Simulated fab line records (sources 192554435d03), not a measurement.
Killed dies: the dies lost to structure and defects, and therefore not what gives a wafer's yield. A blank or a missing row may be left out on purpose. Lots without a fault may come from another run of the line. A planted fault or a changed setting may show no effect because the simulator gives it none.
fab line records	flow n5Finfet
record: lots: 6	wafers: 18	lastDay: 18
route steps=1938 shown BEOL_M1@801 BEOL_M4@1111 PASSIVATION@1936
lots untouched by any fault: they come from a run of this same line in which no faults occurred
startH: start of the lot's first displayed wafer, in hours after the record's first day	waitH: hours elapsed since this lot's preceding step	" unchanged from the row above	L1.1+2: a single row standing in for several wafers	- no value present, or no start provided	* or withheld: withheld	< > ~ a bound
route shown NAME@n: NAME is a module with steps in the file, n the number in the route of the first one	usual: mean/standard deviation of fault-free wafers	same: alike in all rows	chamber/n: place in a boat	sites: each site's reading	_std_site: standard deviation of those values	_edge_site: the outer-site mean with the inner-site mean subtracted	radiusMm: for every site, how far away it sits from the centre of the wafer	mask NAME#n: copy n	behind: tool/chamber where the wafer was last shaped	hold: cause of the lot's hold/its duration in hours/its outcome	device: which transistor (n, p or np) failed to switch	end of line: the same wafers' tests at the end of the route	a step given without rows: its recipe and nothing more	killed: count of dies lost to structure and defects at first sort (not the wafer's yield)	map: the dies of a wafer, with x for killed, . for not killed, _ for no die there
set.NAME: the setting the step ran with; set.NAME@STEP: the setting that earlier step ran with	model.NAME: the simulator's own value behind a step, which no gauge read
lots at selected steps of the route; one table per step, one row per wafer
services: when a tool's chamber went out of use (startH, in hours from the record's first day, below 0 if earlier), for how many hours, and the reason
== steps ==
step: N5_BEOL_M1_ETCH_41
recipe: chemistry: CH3F/O2	target: SiCN	targetDepthA: 319	taperDeg: 2	timeS: 57.8	ionEnergyEv: 120	maskMaterial: TiN	pressureMtorr: 30	sourceW: 395	biasW: 75	Ar_flow_sccm: 150	CH3F_flow_sccm: 30	O2_flow_sccm: 20
usual: drypumpMotorCurrentA: 5.5/0.35	oesProductAu: 0.78/0.093	rfVppV: 297.5/1.5	showerheadPlenumPTorr: 2.00/0.065	throttleValvePct: 16.33/0.21
same: timeS: 57.8
lot.wafer	tool	chamber	startH	waitH	drypumpMotorCurrentA	oesProductAu	rfHoursCounterH	rfVppV	showerheadPlenumPTorr	throttleValvePct
L901.3	rieDiel-02	2	-	-	6.0	0.74	151	297.6	2.00	16.37
L901.4	"	3	"	"	5.2	0.71	-	297.7	1.98	16.18
L901.5	"	2	"	"	6.1	0.74	-	297.5	2.00	16.37
L903.1	rieDiel-06	0	-	-	5.3	0.75	148	297.8	2.01	16.70
L903.3	"	1	"	"	4.9	0.78	139	300.2	2.09	16.47
L903.4	"	2	"	"	5.4	0.69	241	294.8	1.89	16.65
L908.1	rieDiel-04	3	-	-	5.6	0.88	55	295.3	1.95	15.94
L908.3	"	2	"	"	5.8	0.68	252	294.9	1.89	16.79
L908.6	"	3	"	"	5.6	0.88	-	297.3	1.95	15.95
L909.4	rieDiel-04	1	-	-	5.2	0.76	-	297.6	2.01	16.08
L909.5	"	0	"	"	5.1	0.98	-	296.5	1.96	16.30
L909.6	"	3	"	"	5.6	0.86	-	295.3	1.95	15.97
L919.2	rieDiel-04	2	-	-	5.8	0.96	7	300.7	2.14	16.31
L919.4	"	3	"	"	5.6	0.85	78	296.3	1.94	15.99
L919.5	"	1	"	"	5.2	0.74	-	297.6	2.00	16.12
L923.2	rieDiel-06	3	-	-	5.9	0.90	38	296.9	1.95	16.20
L923.5	"	3	"	"	5.9	0.89	-	296.3	1.95	16.21
L923.6	"	2	"	"	5.4	0.93	-	300.0	2.13	16.23
step: N5_BEOL_M1_STRIP_97
recipe: chemistry: N2/H2	timeS: 10	powerW: 450	tempC: 40	pressureMtorr: 20	rfFrequencyHz: 6e+07	biasPowerW: 7	n2FlowSccm: 200	h2FlowSccm: 200
step: N5_BEOL_M1_OCD_MEAS_38
usual: trenchDepthNm: 54.9/0.86
lot.wafer	tool	chamber	startH	waitH	trenchDepthNm
L901.3	ocd-02	-	141.55	-	55.1
L901.4	"	-	"	"	54.4
L901.5	"	-	"	"	54.9
L903.1	ocd-01	-	145.22	-	55.0
L903.3	"	-	"	"	54.9
L903.4	"	-	"	"	54.3
L908.1	ocd-02	-	176.81	-	55.6
L908.3	"	-	"	"	53.7
L908.6	"	-	"	"	55.3
L909.4	ocd-01	-	189.25	-	55.4
L909.5	"	-	"	"	57.1
L909.6	"	-	"	"	56.0
L919.2	ocd-01	-	252.70	-	56.6
L919.4	"	-	"	"	55.6
L919.5	"	-	"	"	55.3
L923.2	ocd-01	-	270.59	-	54.7
L923.5	"	-	"	"	54.2
L923.6	"	-	"	"	55.3
step: N5_BEOL_M1_HM_STRIP_39
recipe: chemistry: peroxideTinStrip	material: TiN	targetDepthA: 250	tempC: 50	timeS: 158
step: N5_BEOL_M1_SRD_40
recipe: timeS: 30	tempC: 23	rinseLiquid: diw	dry: ipaMarangoni
step: N5_BEOL_M1_PRECLEAN_42
recipe: chemistry: residueRemover	timeS: 60	tempC: 40
step: N5_BEOL_M1_SRD_43
recipe: timeS: 30	tempC: 23	rinseLiquid: diw	dry: ipaMarangoni
step: N5_BEOL_M1_CD_MEAS_35
recipe: targetCdNm: 18	targetCdYNm: 21	polarity: opening
usual: cdNm: 18.0/0.33
lot.wafer	tool	chamber	startH	waitH	cdNm
L901.3	cdSem-03	-	141.71	0.0	17.4
L901.4	"	-	"	"	18.2
L901.5	"	-	"	"	18.2
L903.1	cdSem-03	-	145.37	0.0	17.3
L903.3	"	-	"	"	17.8
L903.4	"	-	"	"	17.4
L908.1	cdSem-01	-	176.96	0.0	19.0
L908.3	"	-	"	"	18.3
L908.6	"	-	"	"	19.0
L909.4	cdSem-03	-	189.40	0.0	17.8
L909.5	"	-	"	"	18.1
L909.6	"	-	"	"	17.6
L919.2	cdSem-03	-	252.85	0.0	17.7
L919.4	"	-	"	"	18.7
L919.5	"	-	"	"	18.0
L923.2	cdSem-03	-	270.74	0.0	18.4
L923.5	"	-	"	"	18.0
L923.6	"	-	"	"	18.1
step: N5_BEOL_M1_DEGAS_44
recipe: ambient: vacuum	tempC: 250	timeS: 60
usual: heaterPowerW: 328/26	susceptorTempC: 250.02/0.17
same: timeS: 60
lot.wafer	tool	chamber	startH	waitH	heaterPowerW	susceptorTempC
L901.3	pvdSputter-03	-	142.19	0.5	341	249.93
L901.4	"	-	"	"	331	249.99
L901.5	"	-	"	"	322	249.96
L903.1	pvdSputter-02	-	145.64	0.3	335	250.09
L903.3	"	-	"	"	318	250.00
L903.4	"	-	"	"	387	249.92
L908.1	pvdSputter-01	-	177.92	1.0	313	249.95
L908.3	"	-	"	"	345	249.95
L908.6	"	-	"	"	307	250.30
L909.4	pvdSputter-02	-	189.46	0.1	337	250.09
L909.5	"	-	"	"	342	249.89
L909.6	"	-	"	"	374	250.03
L919.2	pvdSputter-03	-	253.16	0.3	331	250.16
L919.4	"	-	"	"	319	249.85
L919.5	"	-	"	"	306	249.89
L923.2	pvdSputter-03	-	271.00	0.3	318	250.21
L923.5	"	-	"	"	323	250.17
L923.6	"	-	"	"	311	249.97
step: N5_BEOL_M1_PRE_CLEAN_45
recipe: gas: H2/He	timeS: 30	tempC: 250
usual: heaterPowerW: 328/25	susceptorTempC: 250.01/0.16
same: timeS: 30
lot.wafer	tool	chamber	startH	waitH	heaterPowerW	susceptorTempC
L901.3	pvdSputter-03	-	142.23	0.0	337	249.96
L901.4	"	-	"	"	329	249.97
L901.5	"	-	"	"	315	250.19
L903.1	pvdSputter-02	-	145.68	0.0	344	249.97
L903.3	"	-	"	"	318	249.85
L903.4	"	-	"	"	376	250.16
L908.1	pvdSputter-01	-	177.96	0.0	306	249.65
L908.3	"	-	"	"	343	250.46
L908.6	"	-	"	"	306	249.97
L909.4	pvdSputter-02	-	189.50	0.0	339	249.87
L909.5	"	-	"	"	345	250.14
L909.6	"	-	"	"	380	249.96
L919.2	pvdSputter-03	-	253.20	0.0	337	249.84
L919.4	"	-	"	"	314	250.18
L919.5	"	-	"	"	308	250.10
L923.2	pvdSputter-03	-	271.04	0.0	315	250.02
L923.5	"	-	"	"	310	249.94
L923.6	"	-	"	"	308	249.84
step: N5_BEOL_M1_ALD_84
recipe: material: TaN	targetThkA: *	tempC: 275	aldPrecursorFamily: PDMAT	aldCoReactant: NH3	pressureTorr: 3	carrierFlowSccm: 1500	pulseTimeS: 2	purgeTimeS: 3	coReactantPurgeTimeS: 2	coReactantPulseTimeS: 3	aldCycles: 30	precursorVesselTempC: 75	precursorVesselPressureTorr: 26.25	precursorVesselCarrierSccm: 1000
usual: heaterPowerW: 438/50	susceptorTempC: 275.00/0.19
same: pulseTimeS: 2
lot.wafer	tool	chamber	startH	waitH	heaterPowerW	susceptorTempC
L901.3	aldMetal-04	1	142.29	0.0	439	274.99
L901.4	"	2	"	"	391	275.01
L901.5	"	3	"	"	452	275.05
L903.1	aldMetal-04	2	145.74	0.0	392	275.33
L903.3	"	0	"	"	438	274.76
L903.4	"	3	"	"	458	275.02
L908.1	aldMetal-01	0	178.04	0.1	389	275.01
L908.3	"	3	"	"	377	275.11
L908.6	"	3	"	"	366	275.39
L909.4	aldMetal-03	0	189.56	0.0	396	274.86
L909.5	"	2	"	"	378	275.00
L909.6	"	3	"	"	509	275.13
L919.2	aldMetal-01	2	253.26	0.0	512	274.83
L919.4	"	0	"	"	385	274.72
L919.5	"	1	"	"	506	274.98
L923.2	aldMetal-04	0	271.12	0.1	446	275.20
L923.5	"	2	"	"	396	274.77
L923.6	"	3	"	"	465	275.05
step: N5_BEOL_M1_SURFACE_TREAT_85
recipe: gas: Ar	timeS: *	ionEnergyEv: *	ionCurrentMaCm2: 0.5	pressureMtorr: *	arFlowSccm: 30
usual: throttleValvePct: *
same: timeS: *
lot.wafer	tool	chamber	startH	waitH	throttleValvePct
L901.3	pvdSputter-01	-	142.54	0.1	*
L901.4	"	-	"	"	*
L901.5	"	-	"	"	*
L903.1	pvdSputter-03	-	145.99	0.2	*
L903.3	"	-	"	"	*
L903.4	"	-	"	"	*
L908.1	pvdSputter-01	-	178.58	0.4	*
L908.3	"	-	"	"	*
L908.6	"	-	"	"	*
L909.4	pvdSputter-03	-	189.87	0.2	*
L909.5	"	-	"	"	*
L909.6	"	-	"	"	*
L919.2	pvdSputter-02	-	253.48	0.1	*
L919.4	"	-	"	"	*
L919.5	"	-	"	"	*
L923.2	pvdSputter-02	-	271.44	0.2	*
L923.5	"	-	"	"	*
L923.6	"	-	"	"	*
step: N5_BEOL_M1_CVD_47
recipe: material: Co	targetThkA: 30	tempC: withheld	precursor: CCTBA/H2	pressureTorr: 30	timeS: 223.8
usual: runLengthS: 246.4/0.63
lot.wafer	tool	chamber	startH	waitH	runLengthS
L901.3	cvdCo-01	2	142.60	0.0	247.2
L901.4	"	1	"	"	246.7
L901.5	"	0	"	"	245.9
L903.1	cvdCo-02	2	146.11	0.1	246.0
L903.3	"	1	"	"	246.8
L903.4	"	1	"	"	246.2
L908.1	cvdCo-02	2	178.87	0.3	246.3
L908.3	"	0	"	"	369.1
L908.6	"	2	"	"	246.1
L909.4	cvdCo-02	2	190.01	0.1	246.4
L909.5	"	1	"	"	370.1
L909.6	"	0	"	"	245.3
L919.2	cvdCo-01	2	253.54	0.0	247.2
L919.4	"	1	"	"	247.1
L919.5	"	0	"	"	245.9
L923.2	cvdCo-02	1	271.73	0.3	246.5
L923.5	"	1	"	"	246.2
L923.6	"	2	"	"	246.3
step: N5_BEOL_M1_SPUTTER_48
recipe: material: Cu	targetThkA: 45	tempC: -20	chamberPressurePa: 0.07	powerW: withheld	timeS: 8.29
step: N5_BEOL_M4_RC_MEAS_101
usual: DIBL_N: 36.0/1.4	DIBL_P: 36.0/1.5	IOFF_N: 0.160/0.026	IOFF_P: 0.22/0.032	ION_N: 674/10	ION_P: 464/6.9	SS_N: 71.5/0.56	SS_P: 73.3/0.59	VT_N: 249.5/2.9	VT_P: -249.2/3
lot.wafer	tool	chamber	startH	waitH	DIBL_N[mV/V]	DIBL_P[mV/V]	IOFF_N[nA/um]	IOFF_P[nA/um]	ION_N[uA/um]	ION_P[uA/um]	SS_N[mV/dec]	SS_P[mV/dec]	VT_N[mV]	VT_P[mV]
L901.3	prober-01	0	172.98	0.3	38.9	40.5	0.242	0.31	697	480	72.8	75.5	243.8	-245.6
L901.4	"	0	"	"	36.6	36.6	0.175	0.23	676	464	71.7	73.5	249.7	-250.4
L901.5	"	0	"	"	37.9	37.6	0.194	0.25	681	468	71.9	73.7	249.1	-248.6
L903.1	prober-02	0	195.97	0.0	35.8	36.1	0.148	0.20	661	455	71.5	73.3	250.7	-251.4
L903.3	"	0	"	"	36.8	37.3	0.168	0.22	679	464	71.7	73.4	249.2	-250.1
L903.4	"	0	"	"	35.8	36.4	0.148	0.20	665	452	72.1	73.8	252.1	-251.7
L908.1	prober-01	0	240.44	0.0	36.8	37.1	0.173	0.24	681	467	71.8	72.7	245.3	-245.9
L908.3	"	0	"	"	36.2	36.4	0.158	0.23	676	466	71.6	73.7	250.6	-248.5
L908.6	"	0	"	"	36.8	36.8	0.168	0.24	674	473	72.2	72.9	247.4	-245.9
L909.4	prober-01	0	249.99	0.5	35.4	34.9	0.165	0.23	671	464	71.1	73.2	245.1	-247.3
L909.5	"	0	"	"	34.8	35.4	0.171	0.24	685	473	70.8	72.6	245.6	-244.2
L909.6	"	0	"	"	34.8	35.1	0.150	0.22	675	462	70.6	73.1	248.2	-248.3
L919.2	prober-01	0	300.53	0.2	39.2	38.2	0.212	0.26	675	465	73.1	74.0	247.2	-245.4
L919.4	"	0	"	"	38.0	37.3	0.188	0.25	678	475	72.5	74.1	247.2	-247.0
L919.5	"	0	"	"	37.5	36.3	0.173	0.23	672	463	72.6	73.8	250.9	-247.9
L923.2	prober-02	0	325.39	0.2	35.4	35.8	0.161	0.22	679	469	71.5	73.3	249.7	-250.1
L923.5	"	0	"	"	35.5	35.5	0.156	0.21	686	475	71.3	72.7	250.2	-249.1
L923.6	"	0	"	"	36.1	36.2	0.170	0.23	671	463	71.5	73.6	249.1	-249.1
step: N5_PASSIVATION_PROBE_49
usual: defectLimitedYield: 91.2/1.2	killed_at_M0_to_M3: 34/9.9	killed_at_M4_up: 14/5.7	killedAtContacts: 13/6.3	killedAtFrontEnd: 39/9.9	killedAtOther: 3.7/2.8	killedDies: 104/15	killedOpen: 68/12	killedShort: 34/6.7	sort_bin_5_function: 5.2/0.9	sort_bin_6_memory: 3.3/0.57	sortNPass: 1076/15	sortYieldPct: 91.2/1.2
same: grossDies: 1180	killedAtBackSide: 0	sort_bin_4_leakage[%]: 0	sort_bin_8_speed[%]: 0
lot.wafer	tool	chamber	startH	waitH	defectLimitedYield[%]	killed_at_M0_to_M3	killed_at_M4_up	killedAtContacts	killedAtFrontEnd	killedAtOther	killedDies	killedOpen	killedShort	sort_bin_5_function[%]	sort_bin_6_memory[%]	sortNPass	sortYieldPct[%]
L901.3	prober-01	-	288.04	0.1	90.5	33	35	13	30	1	112	66	45	5.9	3.1	1068	90.5
L901.4	prober-01	-	288.09	0.2	92.2	29	22	13	22	6	92	61	30	4.8	2.7	1088	92.2
L901.5	prober-01	-	288.14	0.2	90.3	21	34	10	44	6	115	77	37	5.2	4.2	1065	90.3
L903.1	prober-02	-	303.30	0.0	88.0	45	11	23	52	11	142	93	48	7.8	3.9	1038	88.0
L903.3	prober-02	-	303.40	0.1	88.7	41	12	14	60	6	133	90	39	6.1	4.2	1047	88.7
L903.4	prober-02	-	303.45	0.2	88.6	48	16	25	38	8	135	90	45	7.4	3.6	1045	88.6
L908.1	prober-02	-	340.71	0.0	91.3	32	10	14	45	2	103	68	32	4.7	3.5	1077	91.3
L908.3	prober-02	-	340.81	0.1	93.6	16	13	9	31	6	75	52	22	3.7	2.2	1105	93.6
L908.6	prober-02	-	340.96	0.3	92.4	28	11	15	36	0	90	52	31	4.7	2.3	1090	92.4
L909.4	prober-02	-	358.25	0.2	92.3	36	9	3	36	7	91	54	31	5.3	2.4	1089	92.3
L909.5	prober-02	-	358.30	0.2	91.6	25	13	7	52	2	99	67	31	5.0	3.2	1081	91.6
L909.6	prober-02	-	358.35	0.3	93.3	28	10	5	31	5	79	45	32	4.2	1.9	1101	93.3
L919.2	prober-01	-	400.50	0.1	91.9	36	15	13	28	3	95	65	30	5.3	2.7	1085	91.9
L919.4	prober-01	-	400.60	0.2	92.6	35	6	19	22	5	87	64	23	3.9	3.1	1093	92.6
L919.5	prober-01	-	400.65	0.2	91.0	48	14	13	25	6	106	77	28	4.9	4.0	1074	91.0
L923.2	prober-01	-	427.06	0.1	92.3	33	10	6	33	9	91	49	40	4.3	3.1	1089	92.3
L923.5	prober-01	-	427.21	0.2	88.6	23	20	32	48	11	134	95	39	7.5	3.6	1046	88.6
L923.6	prober-01	-	427.26	0.3	92.7	24	6	16	36	4	86	58	24	4.2	3.0	1094	92.7
killed by level:class
L901.3 BEOL_M4:geometricParticle:open=13 MOL_CONTACT_COAG:geometricParticle:open=8 BEOL_M4:geometricParticle:short=8 FIN_SAQP:geometricParticle:short=7 BEOL_M0:geometricParticle:open=7 BEOL_M1:geometricParticle:open=7 FIN_SAQP:geometricParticle:open=5 MOL_CONTACT_COAG:geometricParticle:short=5
L901.4 BEOL_M4:geometricParticle:open=13 BEOL_M0_SAQP:geometricParticle:open=12 MOL_CONTACT_COAG:geometricParticle:open=9 FIN_SAQP:geometricParticle:short=5 BEOL_M0_SAQP:geometricParticle:short=5 BEOL_M4:geometricParticle:short=5 FIN_SAQP:geometricParticle:open=4 MOL_CONTACT_COAG:geometricParticle:short=4
L901.5 BEOL_M4:geometricParticle:open=18 FIN_SAQP:geometricParticle:short=14 MOL_CONTACT_COAG:geometricParticle:open=10 FIN_SAQP:geometricParticle:open=7 BEOL_M3:geometricParticle:open=6 BEOL_M4:geometricParticle:short=6 STARTING-WAFER:geometricParticle:open=6 STI_FIN_REVEAL:geometricParticle:open=5
L903.1 FIN_SAQP:geometricParticle:open=20 MOL_CONTACT_COAG:geometricParticle:open=16 BEOL_M0_SAQP:geometricParticle:open=16 BEOL_M0_SAQP:geometricParticle:short=13 FIN_SAQP:geometricParticle:short=8 MOL_CONTACT_COAG:geometricParticle:short=7 BEOL_M0:geometricParticle:open=7 DUMMY_GATE:geometricParticle:open=6
L903.3 FIN_SAQP:geometricParticle:open=20 BEOL_M0_SAQP:geometricParticle:short=17 MOL_CONTACT_COAG:geometricParticle:open=13 STI_FIN_REVEAL:geometricParticle:open=9 BEOL_M0_SAQP:geometricParticle:open=7 BEOL_M1:geometricParticle:open=7 FIN_SAQP:geometricParticle:short=5 DUMMY_GATE:geometricParticle:open=5
L903.4 MOL_CONTACT_COAG:geometricParticle:open=20 BEOL_M0_SAQP:geometricParticle:open=13 BEOL_M0_SAQP:geometricParticle:short=11 BEOL_M4:geometricParticle:open=8 FIN_SAQP:geometricParticle:open=7 STI_FIN_REVEAL:geometricParticle:open=6 BEOL_M0:geometricParticle:open=6 FIN_SAQP:geometricParticle:short=5
L908.1 FIN_SAQP:geometricParticle:open=17 MOL_CONTACT_COAG:geometricParticle:open=11 FIN_SAQP:geometricParticle:short=10 BEOL_M1:geometricParticle:open=9 BEOL_M0_SAQP:geometricParticle:short=7 BEOL_M2:geometricParticle:open=5 BEOL_M3:geometricParticle:short=4 BEOL_M6:geometricParticle:open=4
L908.3 FIN_SAQP:geometricParticle:open=11 MOL_CONTACT_COAG:geometricParticle:open=8 STI_FIN_REVEAL:geometricParticle:open=6 FIN_SAQP:geometricParticle:short=5 BEOL_M0_SAQP:geometricParticle:short=5 BEOL_M2:geometricParticle:open=4 BEOL_M5:geometricParticle:open=4 BEOL_M3:geometricParticle:open=3
L908.6 MOL_CONTACT_COAG:geometricParticle:open=14 FIN_SAQP:geometricParticle:short=9 FIN_SAQP:geometricParticle:open=9 BEOL_M0_SAQP:geometricParticle:short=8 BEOL_M4:geometricParticle:open=6 BEOL_M2:geometricParticle:open=5 HKMG_FIN:areaEtch=5 BEOL_M0_SAQP:geometricParticle:open=4
L909.4 FIN_SAQP:geometricParticle:short=12 BEOL_M3:geometricParticle:open=9 BEOL_M1:geometricParticle:open=8 FIN_SAQP:geometricParticle:open=7 BEOL_M0_SAQP:geometricParticle:open=5 STARTING-WAFER:geometricParticle:short=5 BEOL_M0:geometricParticle:open=4 MIM_TOP_ETCH:coatMicrobubblePrinted=4
L909.5 FIN_SAQP:geometricParticle:open=12 STI_FIN_REVEAL:geometricParticle:open=12 FIN_SAQP:geometricParticle:short=10 MOL_CONTACT_COAG:geometricParticle:open=6 BEOL_M4:geometricParticle:open=6 BEOL_M0_SAQP:geometricParticle:open=5 BEOL_M0_SAQP:geometricParticle:short=4 BEOL_M1:geometricParticle:open=4
L909.6 FIN_SAQP:geometricParticle:short=9 BEOL_M0_SAQP:geometricParticle:short=6 FIN_SAQP:geometricParticle:open=4 MOL_CONTACT_COAG:geometricParticle:open=4 DUMMY_GATE:geometricParticle:open=3 GATE_CUT:geometricParticle:open=3 BEOL_M0_SAQP:geometricParticle:open=3 BEOL_M0:geometricParticle:short=3
L919.2 MOL_CONTACT_COAG:geometricParticle:open=9 BEOL_M2:geometricParticle:open=8 STI_FIN_REVEAL:geometricParticle:open=7 FIN_SAQP:geometricParticle:open=6 BEOL_M0_SAQP:geometricParticle:open=6 BEOL_M1:geometricParticle:open=6 FIN_SAQP:geometricParticle:short=5 BEOL_M0_SAQP:geometricParticle:short=5
L919.4 MOL_CONTACT_COAG:geometricParticle:open=17 BEOL_M2:geometricParticle:open=13 BEOL_M0_SAQP:geometricParticle:open=10 BEOL_M0_SAQP:geometricParticle:short=7 FIN_SAQP:geometricParticle:short=6 FIN_SAQP:geometricParticle:open=6 DUMMY_GATE:geometricParticle:open=3 BEOL_M1:geometricParticle:open=3
L919.5 BEOL_M0_SAQP:geometricParticle:open=12 BEOL_M2:geometricParticle:open=11 MOL_CONTACT_COAG:geometricParticle:open=10 BEOL_M0_SAQP:geometricParticle:short=10 FIN_SAQP:geometricParticle:open=9 STI_FIN_REVEAL:geometricParticle:open=8 BEOL_M4:geometricParticle:open=7 BEOL_M3:geometricParticle:open=6
L923.2 BEOL_M0_SAQP:geometricParticle:short=10 BEOL_M0:geometricParticle:open=8 FIN_SAQP:geometricParticle:open=7 FIN_SAQP:geometricParticle:short=7 MOL_CONTACT_COAG:geometricParticle:open=6 BEOL_M3:geometricParticle:open=6 GATE_CUT:geometricParticle:short=5 BEOL_M4:geometricParticle:open=5
L923.5 MOL_CONTACT_COAG:geometricParticle:open=29 BEOL_M4:geometricParticle:open=12 STI_FIN_REVEAL:geometricParticle:open=10 DUMMY_GATE:geometricParticle:open=7 FIN_SAQP:geometricParticle:short=7 FIN_SAQP:geometricParticle:open=6 GATE_CUT:geometricParticle:short=6 BEOL_M0_SAQP:geometricParticle:open=5
L923.6 MOL_CONTACT_COAG:geometricParticle:open=12 FIN_SAQP:geometricParticle:short=7 BEOL_M0_SAQP:geometricParticle:open=6 GATE_CUT:geometricParticle:open=6 BEOL_M2:geometricParticle:open=6 DUMMY_GATE:geometricParticle:open=5 STI_FIN_REVEAL:geometricParticle:open=4 STARTING-WAFER:geometricParticle:open=4
== services ==
tool	chamber	startH	hours	kind
aldMetal-01	3	121.80	16.0	repair
pvdSputter-03	-	124.17	4.6	repair
pvdSputter-02	-	130.32	4.4	repair
rieDiel-04	0	133.33	1.2	repair
aldMetal-01	-	133.35	2.3	repair
rieDiel-02	0	140.91	14.8	repair
rieDiel-02	-	146.49	4.3	repair
rieDiel-04	0	153.88	-	clean
rieDiel-04	0	153.88	-	consumableReplace:focusRing
rieDiel-04	0	153.88	26.5	scheduledDown
rieDiel-04	0	153.88	26.5	ventCycle
rieDiel-06	-	154.09	14.6	pm
aldMetal-01	-	174.92	2.8	pm
rieDiel-02	0	191.13	3.1	repair
rieDiel-02	2	193.27	4.3	repair
rieDiel-06	1	198.84	10.4	repair
cvdCo-02	2	205.70	4.9	repair
pvdSputter-01	-	211.92	2.5	repair
cvdCo-01	2	218.70	4.2	repair
rieDiel-04	2	219.67	1.4	repair
rieDiel-04	2	236.89	15.1	repair
rieDiel-06	2	250.86	1.7	repair
rieDiel-02	-	260.37	0.3	repair
cvdCo-02	-	265.09	1.0	repair
== key ==
firstSign: step: N5_BEOL_M1_CVD_47	reading: runLengthS	direction: up	sigmas: 99+	usual: *	struck: *
effect none on later readings
metAt N5_BEOL_M1_CVD_47
struckWafers L908.3,L909.5
onsetBetween 146.11 178.87
fault: kind: processParameterDrift	tool: cvdCo-02	chamber: -	onsetH: 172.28	steps: N5_BEOL_M1_CVD_47	channel: timeS	offset: *	shape: step	endH: 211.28	scope: struckWafersOnly	actsIn: *	stated: *
